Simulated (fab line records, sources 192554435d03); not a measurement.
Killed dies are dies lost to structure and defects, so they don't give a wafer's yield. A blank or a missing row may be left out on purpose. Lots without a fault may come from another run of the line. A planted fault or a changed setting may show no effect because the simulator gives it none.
Which tool did it? | flow n5_finfet | 10 lots, 30 wafers sampled, at 1 step of a route of 1938

WHAT THE GAUGES READ, wafer by wafer
N5_BEOL_M4_RC_MEAS_101.
lot  | measured     | on        | DIBL_N (mV/V)
L128 | day 8 16:52  | prober-02 | 35.2 36.5 34.0
L130 | day 9 13:38  | prober-01 | 36.2 36.6 38.0
L141 | day 11 20:16 | prober-01 | 34.6 35.1 32.7
L139 | day 12 08:41 | prober-01 | 36.6 35.7 35.4
L143 | day 12 11:34 | prober-01 | 36.9 37.6 37.7
L140 | day 12 15:31 | prober-02 | 36.4 36.7 36.9
L145 | day 12 17:49 | prober-01 | 34.4 34.2 36.5
L149 | day 14 00:37 | prober-02 | 35.7 35.4 35.3
L148 | day 14 16:38 | prober-02 | 37.8 37.4 38.6
L150 | day 15 03:52 | prober-01 | 38.4 36.3 37.2

WHICH TOOL RAN EACH LOT (tool, then ch and the chambers of the sampled wafers, then the start)
The record holds no process step before these readings.

THE ANSWER, worked out from the rows above alone
Rule: what is usual is taken from the lots themselves. Put in order of their means at a reading, lots are off if they are a third of the lots or fewer, leave a main group of 4 or more, and stand apart from it by a gap of 3 or more times the standard deviation of the main group's means; of several such gaps the widest counts. A main group whose means are all the same, to the digits that the tables above print for the reading, isn't used. A lot without any number at a reading at which 4 lots or more have one is off too. The other lots that the step has rows for count as sound.
No lot is off at any reading shown: from this, nothing can be told.

WHAT THE SIMULATOR HAD PUT IN
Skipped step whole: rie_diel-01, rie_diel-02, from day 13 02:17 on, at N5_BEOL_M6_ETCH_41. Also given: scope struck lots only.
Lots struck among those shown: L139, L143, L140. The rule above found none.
